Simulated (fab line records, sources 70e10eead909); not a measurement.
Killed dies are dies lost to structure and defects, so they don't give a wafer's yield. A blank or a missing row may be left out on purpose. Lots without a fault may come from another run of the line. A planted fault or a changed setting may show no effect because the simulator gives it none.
Which tool did it? | flow nand_harc | 12 lots, 36 wafers sampled, at 1 step of a route of 1159

WHAT THE GAUGES READ, wafer by wafer
NHARC_A_SLIT_INSPECT_11.
lot  | measured     | on                | raw_defect_count
L075 | day 14 08:49 | defect_inspect-02 | 20 18 24
L077 | day 14 20:30 | defect_inspect-02 | 7 11 7
L078 | day 15 18:19 | defect_inspect-01 | 7 9 5
L080 | day 16 15:07 | defect_inspect-02 | 11 6 14
L082 | day 16 18:42 | defect_inspect-01 | 36 26 25
L088 | day 18 03:35 | defect_inspect-01 | 48 31 37
L087 | day 18 05:21 | defect_inspect-01 | 46 35 30
L090 | day 18 16:05 | defect_inspect-01 | 28 30 36
L091 | day 18 17:04 | defect_inspect-01 | 18 13 16
L094 | day 19 08:01 | defect_inspect-02 | 34 34 45
L095 | day 19 17:29 | defect_inspect-01 | 35 45 36
L097 | day 19 22:59 | defect_inspect-01 | 21 15 25

WHICH TOOL RAN EACH LOT (tool, then ch and the chambers of the sampled wafers, then the start)
The record holds no process step before these readings.

THE ANSWER, worked out from the rows above alone
Rule: what is usual is taken from the lots themselves. Put in order of their means at a reading, lots are off if they are a third of the lots or fewer, leave a main group of 4 or more, and stand apart from it by a gap of 3 or more times the standard deviation of the main group's means; of several such gaps the widest counts. A main group whose means are all the same, to the digits that the tables above print for the reading, isn't used. A lot without any number at a reading at which 4 lots or more have one is off too. The other lots that the step has rows for count as sound.
No lot is off at any reading shown: from this, nothing can be told.

WHAT THE SIMULATOR HAD PUT IN
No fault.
